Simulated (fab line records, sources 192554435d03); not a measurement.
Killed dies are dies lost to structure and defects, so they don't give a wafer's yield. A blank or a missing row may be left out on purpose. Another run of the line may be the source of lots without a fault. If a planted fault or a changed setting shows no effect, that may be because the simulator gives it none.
fab line records	flow n5Finfet
record: lots: 8	wafers: 24	lastDay: 20
route steps=1938 shown BEOL_M0_SAQP@689 BEOL_M0_CUTY@710 BEOL_M4@1111 PASSIVATION@1936
lots that met no fault: from a run of the same line without faults
startH: hours from the record's opening day to when the first of the lot's shown wafers began	waitH: hours elapsed since this lot's preceding step	" same as the row above	L1.1+2: one row covering several wafers at once	- no value, or no start given	* or withheld: withheld	< > ~ a bound
route shown NAME@n: a module of which the file shows steps, and the number in the route of the first	usual: mean/standard deviation taken from wafers without a fault	same: alike in all rows	chamber/n: place in a boat	sites: the reading at each site	_std_site: the values' standard deviation	_edge_site: the outer-site mean with the inner-site mean subtracted	radiusMm: how far each site lies from the wafer's centre	mask NAME#n: copy n	behind: the last tool/chamber to shape the wafer	hold: why the lot was held/for how many hours/how that ended	device: names the non-switching transistor (n, p or np)	end of line: the route-end tests of the same wafers	step lacking rows: just its recipe	killed: at the first sort, the dies lost to defects and structure; wafer yield is something else	map: a wafer's dies, marking killed ones x, the rest . and places with no die _
set.NAME: setting as actually run; set.NAME@STEP: the setting as run at that earlier step	model.NAME: the simulator's own value behind a step, which no gauge read
the route's steps for a sample of lots (tables are steps, rows are wafers)
services: from which hour (startH, from the record's first day; less than 0 if before it) a tool's chamber was out of use, for how many hours, and why
== steps ==
step: N5_BEOL_M0_SAQP_CD_MEAS_40
recipe: targetCdNm: 30	landingEnergyEv: 500	detector: seInlens
usual: cdNm: 30.03/0.22
lot.wafer	tool	chamber	startH	waitH	cdNm
L701.2	cdSem-02	0	124.21	-	29.78
L701.3	"	0	"	"	30.04
L701.5	"	0	"	"	30.33
L702.4	cdSem-03	0	131.49	-	30.02
L702.5	"	0	"	"	30.05
L702.6	"	0	"	"	29.99
L706.2	cdSem-02	0	156.50	-	29.91
L706.5	"	0	"	"	29.97
L706.6	"	0	"	"	29.91
L708.2	cdSem-01	0	170.55	-	30.09
L708.5	"	0	"	"	29.75
L708.6	"	0	"	"	30.08
L713.1	cdSem-03	0	195.04	-	30.36
L713.2	"	0	"	"	30.33
L713.4	"	0	"	"	30.16
L716.2	cdSem-01	0	219.34	-	29.98
L716.4	"	0	"	"	30.13
L716.6	"	0	"	"	29.96
L721.1	cdSem-02	0	252.09	-	30.57
L721.4	"	0	"	"	30.27
L721.6	"	0	"	"	30.07
L722.1	cdSem-01	0	258.85	-	29.84
L722.4	"	0	"	"	30.09
L722.6	"	0	"	"	30.03
step: N5_BEOL_M0_SAQP_DESCUM_45
recipe: chemistry: O2	timeS: 7	sourcePowerW: 50	biasPowerW: 20	pressureMtorr: 20	rfFrequencyHz: 2.712e+07	tempC: 40	resist: CAR-EUV	o2FlowSccm: 225
usual: drypumpMotorCurrentA: 5.4/0.44	o2FlowSccm: 225.0/0.84	oesProductAu: 0.76/0.063	rfFwdPowerW: 49.43/0.24	rfVppV: 244.0/1.3	showerheadPlenumPTorr: 2.15/0.059	throttleValvePct: 20.46/0.23
lot.wafer	tool	chamber	startH	waitH	drypumpMotorCurrentA	o2FlowSccm	oesProductAu	rfFwdPowerW	rfHoursCounterH	rfVppV	showerheadPlenumPTorr	throttleValvePct
L701.2	rieDiel-01	1	124.35	0.1	5.8	225.2	0.71	49.19	215	243.7	2.16	20.68
L701.3	"	3	"	"	4.7	225.0	0.76	49.37	154	244.3	2.17	20.21
L701.5	"	1	"	"	5.8	225.2	0.71	49.14	-	244.7	2.16	20.68
L702.4	rieDiel-01	2	131.61	0.0	5.0	225.2	0.77	49.68	140	243.3	2.11	20.62
L702.5	"	3	"	"	4.6	226.0	0.76	49.22	-	244.3	2.17	20.21
L702.6	"	0	"	"	5.5	225.0	0.77	49.46	-	246.3	2.19	20.24
L706.2	rieDiel-04	0	156.63	0.0	6.1	224.8	0.70	49.17	239	243.4	2.15	20.74
L706.5	"	3	"	"	5.6	226.0	0.76	49.61	-	241.8	2.10	20.30
L706.6	"	2	"	"	5.5	224.2	0.73	49.25	-	243.1	2.07	20.48
L708.2	rieDiel-02	0	170.84	0.2	5.0	226.0	0.69	49.63	194	246.0	2.16	20.53
L708.5	"	1	"	"	5.0	224.8	0.77	49.60	-	242.9	2.19	20.22
L708.6	"	2	"	"	4.8	225.2	0.83	49.59	-	245.0	2.21	20.83
L713.1	rieDiel-01	0	195.73	0.6	5.5	224.7	0.75	49.77	150	244.5	2.19	20.26
L713.2	"	1	"	"	5.8	225.2	0.70	49.25	236	244.1	2.15	20.72
L713.4	"	3	"	"	4.7	225.9	0.74	49.35	175	245.0	2.17	20.25
L716.2	rieDiel-02	0	219.46	0.0	5.1	225.6	0.68	49.33	210	245.3	2.16	20.57
L716.4	"	1	"	"	5.1	225.2	0.75	49.80	162	244.2	2.18	20.23
L716.6	"	1	"	"	5.1	225.4	0.75	49.93	-	243.2	2.18	20.23
L721.1	rieDiel-04	0	252.21	0.0	6.1	225.7	0.96	49.23	14	243.1	2.14	20.42
L721.4	"	2	"	"	5.5	225.1	0.69	48.92	-	242.8	2.06	20.52
L721.6	"	3	"	"	5.6	223.5	0.74	49.42	-	243.9	2.09	20.34
L722.1	rieDiel-04	0	258.97	0.0	6.1	224.7	0.96	48.94	16	244.8	2.14	20.45
L722.4	"	2	"	"	5.5	223.8	0.70	49.10	-	242.0	2.06	20.54
L722.6	"	3	"	"	5.6	223.7	0.74	49.21	-	244.3	2.09	20.35
step: N5_BEOL_M0_SAQP_ETCH_88
recipe: chemistry: N2/H2	target: underlayer	targetDepthA: 65	timeS: 5.2	ionEnergyEv: 200	maskMaterial: CAR-EUV	pressureMtorr: 30	sourceW: 840	biasW: 150	n2FlowSccm: 200	h2FlowSccm: 200	ends: cleared
usual: biasW: 150.0/0.41	drypumpMotorCurrentA: 5.4/0.44	etchRfOnTimeS: 5.23/0.083	oesProductAu: 0.64/0.054	rfFwdPowerW: 819.2/2.8	rfVppV: 525.6/2.3	showerheadPlenumPTorr: 2.61/0.074	throttleValvePct: 17.91/0.26
lot.wafer	tool	chamber	startH	waitH	biasW	drypumpMotorCurrentA	etchRfOnTimeS	oesProductAu	rfFwdPowerW	rfHoursCounterH	rfVppV	showerheadPlenumPTorr	throttleValvePct
L701.2	rieDiel-01	1	124.38	0.0	150.1	5.8	5.28	0.60	822.3	215	527.6	2.62	18.23
L701.3	"	3	"	"	149.8	4.6	5.26	0.64	821.4	154	526.4	2.65	17.65
L701.5	"	1	"	"	150.4	5.8	5.27	0.61	820.2	-	525.2	2.62	18.21
L702.4	rieDiel-01	2	131.64	0.0	150.7	5.0	5.18	0.66	822.5	140	522.3	2.55	17.94
L702.5	"	3	"	"	149.7	4.7	5.28	0.63	818.4	-	528.7	2.65	17.66
L702.6	"	0	"	"	149.6	5.5	5.17	0.65	817.8	-	526.5	2.66	17.65
L706.2	rieDiel-04	0	156.66	0.0	149.0	6.1	5.34	0.59	816.1	239	525.6	2.61	18.20
L706.5	"	3	"	"	150.5	5.6	5.07	0.67	821.7	-	523.2	2.55	17.70
L706.6	"	2	"	"	149.5	5.5	5.33	0.62	819.5	-	522.9	2.53	17.94
L708.2	rieDiel-02	0	170.88	0.0	149.6	5.1	5.30	0.59	812.0	194	527.6	2.64	17.99
L708.5	"	1	"	"	149.8	5.1	5.31	0.64	820.6	-	527.7	2.65	17.64
L708.6	"	2	"	"	149.9	4.8	5.15	0.72	816.4	-	526.4	2.69	18.37
L713.1	rieDiel-01	0	195.77	0.0	150.0	5.5	5.15	0.65	816.9	150	526.0	2.65	17.68
L713.2	"	1	"	"	149.6	5.8	5.30	0.59	822.1	236	525.6	2.62	18.26
L713.4	"	3	"	"	149.6	4.7	5.29	0.63	817.7	175	527.4	2.64	17.66
L716.2	rieDiel-02	0	219.49	0.0	149.5	5.1	5.25	0.59	818.6	210	528.0	2.63	18.03
L716.4	"	1	"	"	149.7	5.1	5.15	0.64	816.9	162	525.8	2.65	17.67
L716.6	"	1	"	"	150.4	5.1	5.22	0.64	819.0	-	528.3	2.65	17.70
L721.1	rieDiel-04	0	252.25	0.0	149.7	6.1	5.19	0.80	821.6	14	524.9	2.60	17.83
L721.4	"	2	"	"	149.9	5.5	5.36	0.58	818.2	-	525.1	2.51	17.98
L721.6	"	3	"	"	149.7	5.7	5.16	0.64	819.9	-	522.8	2.53	17.76
L722.1	rieDiel-04	0	259.00	0.0	150.4	6.1	5.16	0.80	817.8	16	524.5	2.60	17.84
L722.4	"	2	"	"	149.6	5.5	5.34	0.59	825.2	-	523.0	2.51	18.01
L722.6	"	3	"	"	150.6	5.7	5.11	0.64	819.2	-	520.9	2.53	17.76
step: N5_BEOL_M0_SAQP_ETCH_73
recipe: chemistry: CF4	target: SiARC	targetDepthA: 195	maskMaterial: CAR-EUV	timeS: 32.5	ionEnergyEv: 80	pressureMtorr: 40	sourceW: 545	biasW: 36	Ar_flow_sccm: 100	cf4FlowSccm: 100	ends: cleared
usual: biasW: 36.00/0.1	cf4FlowSccm: 100.1/0.34	drypumpMotorCurrentA: 5.4/0.44	etchRfOnTimeS: 32.8/0.57	oesProductAu: 0.65/0.054	rfFwdPowerW: 533.8/2.6	rfVppV: 184.5/1	showerheadPlenumPTorr: 2.19/0.057	throttleValvePct: 15.65/0.21
lot.wafer	tool	chamber	startH	waitH	biasW	cf4FlowSccm	drypumpMotorCurrentA	etchRfOnTimeS	oesProductAu	rfFwdPowerW	rfHoursCounterH	rfVppV	showerheadPlenumPTorr	throttleValvePct
L701.2	rieDiel-01	1	124.40	0.0	35.95	99.8	5.8	33.4	0.61	532.1	215	183.9	2.21	15.90
L701.3	"	3	"	"	36.03	100.4	4.6	33.0	0.64	531.1	154	185.0	2.23	15.47
L701.5	"	1	"	"	36.00	100.3	5.8	33.2	0.61	533.0	-	184.7	2.21	15.91
L702.4	rieDiel-01	2	131.66	0.0	35.90	100.3	5.0	32.3	0.66	536.8	140	183.7	2.15	15.74
L702.5	"	3	"	"	36.02	99.8	4.7	33.6	0.62	531.0	-	185.4	2.23	15.47
L702.6	"	0	"	"	36.06	99.9	5.5	32.5	0.66	535.8	-	184.5	2.24	15.41
L706.2	rieDiel-04	0	156.68	0.0	35.96	100.1	6.1	34.1	0.58	530.6	239	184.9	2.19	15.93
L706.5	"	3	"	"	35.95	99.7	5.6	32.4	0.67	532.9	-	183.0	2.15	15.45
L706.6	"	2	"	"	36.12	100.6	5.5	33.7	0.61	533.6	-	182.9	2.13	15.70
L708.2	rieDiel-02	0	170.89	0.0	36.12	100.4	5.1	33.4	0.59	533.9	194	185.0	2.21	15.75
L708.5	"	1	"	"	35.92	99.9	5.0	32.7	0.64	537.6	-	186.3	2.23	15.40
L708.6	"	2	"	"	36.10	99.9	4.8	32.5	0.72	535.6	-	185.3	2.25	15.91
L713.1	rieDiel-01	0	195.78	0.0	36.09	100.0	5.5	32.3	0.65	529.4	150	186.1	2.23	15.45
L713.2	"	1	"	"	36.16	100.4	5.7	33.0	0.60	532.8	236	183.9	2.20	15.94
L713.4	"	3	"	"	35.90	100.1	4.6	33.0	0.63	531.6	175	185.6	2.22	15.50
L716.2	rieDiel-02	0	219.51	0.0	35.82	99.5	5.1	33.5	0.57	535.1	210	183.5	2.20	15.77
L716.4	"	1	"	"	36.10	99.8	5.1	32.7	0.63	537.2	162	184.0	2.23	15.45
L716.6	"	1	"	"	35.84	99.6	5.1	32.9	0.63	536.5	-	184.4	2.23	15.43
L721.1	rieDiel-04	0	252.27	0.0	35.82	99.8	6.1	33.1	0.80	533.8	14	184.8	2.18	15.50
L721.4	"	2	"	"	35.97	100.7	5.5	33.8	0.60	536.6	-	183.6	2.12	15.77
L721.6	"	3	"	"	36.22	100.0	5.6	32.4	0.64	532.2	-	184.9	2.14	15.51
L722.1	rieDiel-04	0	259.02	0.0	36.06	99.6	6.1	32.7	0.79	528.6	16	185.8	2.18	15.50
L722.4	"	2	"	"	36.00	100.4	5.5	33.5	0.59	532.0	-	184.7	2.12	15.77
L722.6	"	3	"	"	36.00	99.7	5.7	32.1	0.64	534.1	-	184.5	2.14	15.55
step: N5_BEOL_M0_CUTY_INSPECT_59
recipe: mode: adi	inspectInstrument: macro
usual: rawDefectCount: 2.0/1.4
lot.wafer	tool	chamber	startH	waitH	rawDefectCount
L701.2	defectInspect-01	-	126.48	0.0	4
L701.3	"	-	"	"	0
L701.5	"	-	"	"	2
L702.4	defectInspect-02	-	132.84	0.0	2
L702.5	"	-	"	"	3
L702.6	"	-	"	"	0
L706.2	defectInspect-01	-	157.95	0.0	2
L706.5	"	-	"	"	2
L706.6	"	-	"	"	3
L708.2	defectInspect-01	-	172.31	0.1	5
L708.5	"	-	"	"	2
L708.6	"	-	"	"	2
L713.1	defectInspect-01	-	197.23	0.0	0
L713.2	"	-	"	"	>300
L713.4	"	-	"	"	4
L716.2	defectInspect-01	-	221.08	0.0	4
L716.4	"	-	"	"	1
L716.6	"	-	"	"	1
L721.1	defectInspect-02	-	253.57	0.0	0
L721.4	"	-	"	"	2
L721.6	"	-	"	"	0
L722.1	defectInspect-01	-	260.70	0.0	2
L722.4	"	-	"	"	1
L722.6	"	-	"	"	2
step: N5_BEOL_M4_RC_MEAS_101
usual: DIBL_N: 36.3/1.2	DIBL_P: 36.3/1.4	IOFF_N: 0.160/0.02	IOFF_P: 0.210/0.025	ION_N: 675/9.5	ION_P: 462/7	SS_N: 71.5/0.53	SS_P: 73.4/0.55	VT_N: 249.5/2.6	VT_P: -250.1/2.9
lot.wafer	tool	chamber	startH	waitH	DIBL_N[mV/V]	DIBL_P[mV/V]	IOFF_N[nA/um]	IOFF_P[nA/um]	ION_N[uA/um]	ION_P[uA/um]	SS_N[mV/dec]	SS_P[mV/dec]	VT_N[mV]	VT_P[mV]
L701.2	prober-02	0	210.61	0.2	36.3	34.9	0.153	0.215	677	470	71.7	73.4	250.1	-252.6
L701.3	"	0	"	"	34.5	32.6	0.122	0.183	668	466	70.6	73.0	249.7	-251.5
L701.5	"	0	"	"	35.9	34.7	0.137	0.208	664	461	70.9	74.0	249.9	-249.6
L702.4	prober-01	0	210.98	0.5	35.4	37.2	0.147	0.184	676	449	71.5	72.9	252.4	-253.0
L702.5	"	0	"	"	35.3	36.7	0.145	0.182	670	456	71.5	73.2	252.5	-253.3
L702.6	"	0	"	"	35.5	36.8	0.142	0.176	670	454	72.1	73.9	255.6	-251.6
L706.2	prober-02	0	220.98	0.2	35.0	36.0	0.131	0.170	653	447	71.3	72.8	253.0	-252.7
L706.5	"	0	"	"	36.5	37.3	0.165	0.196	668	458	72.1	74.0	248.6	-252.3
L706.6	"	0	"	"	34.5	36.1	0.131	0.177	650	446	71.4	74.1	252.1	-253.2
L708.2	prober-02	0	247.90	0.2	36.4	35.8	0.157	0.224	671	462	71.4	72.4	251.7	-247.5
L708.5	"	0	"	"	34.4	34.2	0.134	0.198	666	465	70.9	72.1	250.7	-250.9
L708.6	"	0	"	"	34.4	33.7	0.129	0.191	661	461	71.1	72.8	250.5	-251.9
L713.1	prober-02	0	311.70	0.0	36.7	36.2	0.163	0.195	665	451	71.7	73.4	248.8	-249.6
L713.2	"	0	"	"	38.7	38.6	0.209	0.239	682	460	72.5	73.7	246.4	-246.2
L713.4	"	0	"	"	35.9	35.9	0.159	0.207	675	461	72.3	73.2	248.9	-251.1
L716.2	prober-02	0	341.08	0.2	37.2	34.9	0.162	0.192	673	456	71.7	73.2	248.4	-251.6
L716.4	"	0	"	"	35.2	33.0	0.126	0.172	674	459	71.4	73.3	256.2	-251.6
L716.6	"	0	"	"	37.3	35.3	0.164	0.212	678	460	71.6	73.9	250.0	-249.3
L722.1	prober-01	0	356.00	0.0	33.8	35.9	0.157	0.187	675	459	70.8	73.3	248.4	-252.7
L722.4	"	0	"	"	35.6	36.3	0.190	0.194	668	452	71.2	73.7	248.9	-254.3
L722.6	"	0	"	"	36.2	37.2	0.183	0.204	668	452	71.7	74.0	250.5	-252.4
L721.1	prober-02	0	363.29	0.0	35.3	36.4	0.154	0.208	679	472	71.6	72.7	247.8	-249.9
L721.4	"	0	"	"	34.8	34.8	0.143	0.183	683	466	70.8	72.7	248.7	-250.5
L721.6	"	0	"	"	34.6	35.8	0.151	0.206	691	466	71.3	72.1	250.1	-247.9
step: N5_PASSIVATION_PROBE_49
usual: defectLimitedYield: 90.9/1.3	killed_at_M0_to_M3: 36/11	killed_at_M4_up: 13/5.1	killedAtContacts: 14/4.9	killedAtFrontEnd: 41/10	killedAtOther: 3.4/2.6	killedDies: 107/16	killedOnRim: 14/4	killedOpen: 70/11	killedShort: 36/7.8	sort_bin_5_function: 5.4/0.84	sort_bin_6_memory: 3.4/0.67	sort_bin_8_speed: 0.00/0.0099	sortNPass: 1073/16	sortYieldPct: 90.9/1.3
same: grossDies: 1180	killedAtBackSide: 0	sort_bin_4_leakage[%]: 0
lot.wafer	tool	chamber	startH	waitH	defectLimitedYield[%]	killed_at_M0_to_M3	killed_at_M4_up	killedAtContacts	killedAtFrontEnd	killedAtOther	killedDies	killedOnRim	killedOpen	killedShort	sort_bin_5_function[%]	sort_bin_6_memory[%]	sort_bin_8_speed[%]	sortNPass	sortYieldPct[%]
L706.2	prober-01	-	341.57	0.1	90.9	23	14	11	49	10	107	18	63	44	4.9	3.6	0	1073	90.9
L706.5	prober-01	-	341.72	0.2	91.5	30	10	13	35	12	100	14	73	27	5.5	2.5	0	1080	91.5
L706.6	prober-01	-	341.77	0.3	90.6	43	13	7	43	5	111	17	64	47	5.5	3.4	0	1069	90.6
L708.2	prober-01	-	363.81	0.1	90.4	23	20	13	53	4	113	17	63	46	6.2	3.1	0	1067	90.4
L708.5	prober-01	-	363.96	0.2	91.6	27	14	14	42	2	99	16	66	32	5.1	3.1	0	1081	91.6
L708.6	prober-01	-	364.01	0.3	92.5	23	6	11	47	2	89	13	59	29	4.1	3.0	0	1091	92.5
L713.1	prober-01	-	416.79	0.0	91.6	30	14	5	44	6	99	5	66	29	4.5	3.5	0.08	1080	91.5
L713.2	prober-01	-	416.84	0.1	83.2	117	15	12	51	3	198	37	80	36	9.6	5.1	0	982	83.2
L713.4	prober-01	-	416.94	0.2	89.4	49	23	7	40	6	125	18	87	38	6.9	3.6	0	1055	89.4
killed by level:class
L706.2 STI_FIN_REVEAL:geometricParticle:open=16 BEOL_M0_SAQP:geometricParticle:open=9 MOL_CONTACT_COAG:geometricParticle:open=6 BEOL_M0_SAQP:geometricParticle:short=6 MIM_TOP:geometricParticle:short=6 FIN_SAQP:geometricParticle:short=5 MOL_CONTACT_COAG:geometricParticle:short=5 BEOL_M4:geometricParticle:open=4
L706.5 MOL_CONTACT_COAG:geometricParticle:open=12 BEOL_M3:geometricParticle:open=10 STI_FIN_REVEAL:geometricParticle:open=9 STARTING-WAFER:geometricParticle:open=7 DUMMY_GATE:geometricParticle:open=5 BEOL_M0_SAQP:geometricParticle:short=5 BEOL_M0_SAQP:geometricParticle:open=5 DUMMY_GATE:geometricParticle:short=4
L706.6 FIN_SAQP:geometricParticle:short=11 FIN_SAQP:geometricParticle:open=9 BEOL_M0_SAQP:geometricParticle:short=9 MOL_CONTACT_COAG:geometricParticle:open=6 BEOL_M2:geometricParticle:open=6 GATE_CUT:geometricParticle:open=5 BEOL_M0_SAQP:geometricParticle:open=5 BEOL_M0:geometricParticle:open=5
L708.2 STI_FIN_REVEAL:geometricParticle:open=21 MOL_CONTACT_COAG:geometricParticle:open=10 BEOL_M4:geometricParticle:open=10 BEOL_M2:geometricParticle:short=7 FIN_SAQP:geometricParticle:short=6 GATE_CUT:geometricParticle:short=6 STI_FIN_REVEAL:geometricParticle:short=5 BEOL_M3:geometricParticle:open=5
L708.5 BEOL_M3:geometricParticle:open=12 MOL_CONTACT_COAG:geometricParticle:open=10 FIN_SAQP:geometricParticle:open=8 FIN_SAQP:geometricParticle:short=8 DUMMY_GATE:geometricParticle:open=6 BEOL_M4:geometricParticle:open=6 STI_FIN_REVEAL:geometricParticle:open=4 GATE_CUT:geometricParticle:short=4
L708.6 FIN_SAQP:geometricParticle:open=11 STI_FIN_REVEAL:geometricParticle:open=10 MOL_CONTACT_COAG:geometricParticle:open=10 BEOL_M3:geometricParticle:short=9 FIN_SAQP:geometricParticle:short=4 BEOL_M3:geometricParticle:open=4 BEOL_M1:geometricParticle:open=4 STI_FIN_REVEAL:geometricParticle:short=3
L713.1 FIN_SAQP:geometricParticle:open=16 BEOL_M0_SAQP:geometricParticle:open=11 BEOL_M2:geometricParticle:open=7 BEOL_M4:geometricParticle:open=7 FIN_SAQP:geometricParticle:short=6 STI_FIN_REVEAL:geometricParticle:open=6 MOL_CONTACT_COAG:geometricParticle:open=5 BEOL_M0_SAQP:geometricParticle:short=5
L713.2 BEOL_M0_SAQP:unspecified=79 FIN_SAQP:geometricParticle:open=25 BEOL_M3:geometricParticle:open=11 MOL_CONTACT_COAG:geometricParticle:open=10 FIN_SAQP:geometricParticle:short=6 BEOL_M0_SAQP:geometricParticle:short=6 BEOL_M1:geometricParticle:open=6 GATE_CUT:geometricParticle:short=5
L713.4 BEOL_M0_SAQP:geometricParticle:open=16 FIN_SAQP:geometricParticle:open=15 BEOL_M4:geometricParticle:open=15 BEOL_M1:geometricParticle:open=10 BEOL_M0_SAQP:geometricParticle:short=9 FIN_SAQP:geometricParticle:short=8 MOL_CONTACT_COAG:geometricParticle:open=6 BEOL_M3:geometricParticle:open=6
== services ==
tool	chamber	startH	hours	kind
rieDiel-02	0	100.91	6.0	repair
rieDiel-02	2	137.47	6.3	repair
rieDiel-02	3	164.68	12.2	repair
rieDiel-04	1	180.16	11.0	repair
rieDiel-04	0	191.20	-	clean
rieDiel-04	0	191.20	-	consumableReplace:focusRing
rieDiel-04	0	191.20	20.1	scheduledDown
rieDiel-04	0	191.20	20.1	ventCycle
rieDiel-02	-	195.75	0.3	repair
rieDiel-02	3	210.60	4.7	repair
rieDiel-04	1	237.23	-	clean
rieDiel-04	1	237.23	-	consumableReplace:focusRing
rieDiel-04	1	237.23	-	consumableReplace:showerhead
rieDiel-04	1	237.23	24.6	scheduledDown
rieDiel-04	1	237.23	24.6	ventCycle
rieDiel-02	-	249.18	0.2	repair
rieDiel-01	1	251.59	-	clean
rieDiel-01	1	251.59	-	consumableReplace:focusRing
rieDiel-01	1	251.59	17.7	scheduledDown
rieDiel-01	1	251.59	17.7	ventCycle
== key ==
firstSign: step: N5_BEOL_M0_CUTY_INSPECT_59	reading: rawDefectCount	direction: up	sigmas: 99+	usual: 2.0	struck: >300
effect: step: N5_PASSIVATION_PROBE_49	reading: killed_at_M0_to_M3	direction: up	sigmas: 7.1	usual: 36	struck: 117
moreKillsBornAt: N5_BEOL_M0_SAQP_ETCH_88@rieDiel-01: 79
metAt N5_BEOL_M0_SAQP_ETCH_88
struckLots L713
struckWafers L713.2
notActingAt N5_BEOL_M0_SAQP_CD_MEAS_40,N5_BEOL_M0_SAQP_DESCUM_45,N5_BEOL_M0_SAQP_ETCH_73
onsetBetween 124.38 195.77
fault: kind: chamberParticleSource	tool: rieDiel-01	chamber: 1	onsetH: 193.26	steps: N5_BEOL_M0_SAQP_ETCH_88	ratePerVisitCm2: 0.88407	endH: 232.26
